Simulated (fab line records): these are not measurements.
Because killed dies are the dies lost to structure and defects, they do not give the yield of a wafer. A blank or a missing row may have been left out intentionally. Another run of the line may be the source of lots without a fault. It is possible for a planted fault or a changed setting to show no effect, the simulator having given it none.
Matching of chambers || flow nandHarc || rieDiel-03 running NHARC_P_M1_STRIP_18: 4 sister chambers
The step strips in N2/H2. 8 wafers are shown with their chamber, then 8 later ones without.

== EACH WAFER AND ITS CHAMBER ==
{"wafer": "L076.3", "chamber": 1, "drypumpMotorCurrentA (A)": 6.12, "oesProductAu (a.u.)": 0.992}
{"wafer": "L079.6", "chamber": 0, "drypumpMotorCurrentA (A)": 5.87, "oesProductAu (a.u.)": 1.007}
{"wafer": "L078.2", "chamber": 1, "drypumpMotorCurrentA (A)": 6.14, "oesProductAu (a.u.)": 0.989}
{"wafer": "L078.4", "chamber": 0, "drypumpMotorCurrentA (A)": 5.83, "oesProductAu (a.u.)": 1.013}
{"wafer": "L078.5", "chamber": 3, "drypumpMotorCurrentA (A)": 5.51, "oesProductAu (a.u.)": 1.030}
{"wafer": "L080.1", "chamber": 3, "drypumpMotorCurrentA (A)": 5.54, "oesProductAu (a.u.)": 1.014}
{"wafer": "L080.5", "chamber": 2, "drypumpMotorCurrentA (A)": 5.99, "oesProductAu (a.u.)": 0.990}
{"wafer": "L085.4", "chamber": 2, "drypumpMotorCurrentA (A)": 6.00, "oesProductAu (a.u.)": 0.998}

== WAFERS WHOSE CHAMBER IS MISSING ==
{"wafer": "L085.5", "drypumpMotorCurrentA (A)": 6.00, "oesProductAu (a.u.)": 0.995}
{"wafer": "L085.6", "drypumpMotorCurrentA (A)": 6.13, "oesProductAu (a.u.)": 0.980}
{"wafer": "L087.1", "drypumpMotorCurrentA (A)": 5.52, "oesProductAu (a.u.)": 1.021}
{"wafer": "L087.2", "drypumpMotorCurrentA (A)": 6.01, "oesProductAu (a.u.)": 1.005}
{"wafer": "L087.4", "drypumpMotorCurrentA (A)": 6.13, "oesProductAu (a.u.)": 0.981}
{"wafer": "L086.2", "drypumpMotorCurrentA (A)": 6.12, "oesProductAu (a.u.)": 0.989}
{"wafer": "L086.4", "drypumpMotorCurrentA (A)": 6.03, "oesProductAu (a.u.)": 1.002}
{"wafer": "L086.6", "drypumpMotorCurrentA (A)": 6.12, "oesProductAu (a.u.)": 0.979}

== THE CHAMBER EACH PASSED THROUGH ==
{"wafer": "L085.5", "from the rows above": 2, "in truth": 2}
{"wafer": "L085.6", "from the rows above": 1, "in truth": 1}
{"wafer": "L087.1", "from the rows above": 3, "in truth": 3}
{"wafer": "L087.2", "from the rows above": 2, "in truth": 2}
{"wafer": "L087.4", "from the rows above": 1, "in truth": 1}
{"wafer": "L086.2", "from the rows above": 1, "in truth": 1}
{"wafer": "L086.4", "from the rows above": 2, "in truth": 2}
{"wafer": "L086.6", "from the rows above": 1, "in truth": 1}
Placed correctly: 8 of 8. Not placeable from these rows: 0. Wrongly placed: 0.
How it was worked out, from the rows above alone: a wafer's distance from a chamber is the root of the sum, over the readings, of the square of ((its reading less the chamber's mean) divided by the reading's scatter). The wafer belongs to the nearest chamber; if the next one is less than 2 further off, it can't be placed. For every chamber, the mean is computed from those of its wafers that are shown. How the scatter is found: for the shown wafers, subtract from each reading the mean of its chamber, square and add these, divide the total by (wafers less chambers), then take the root.
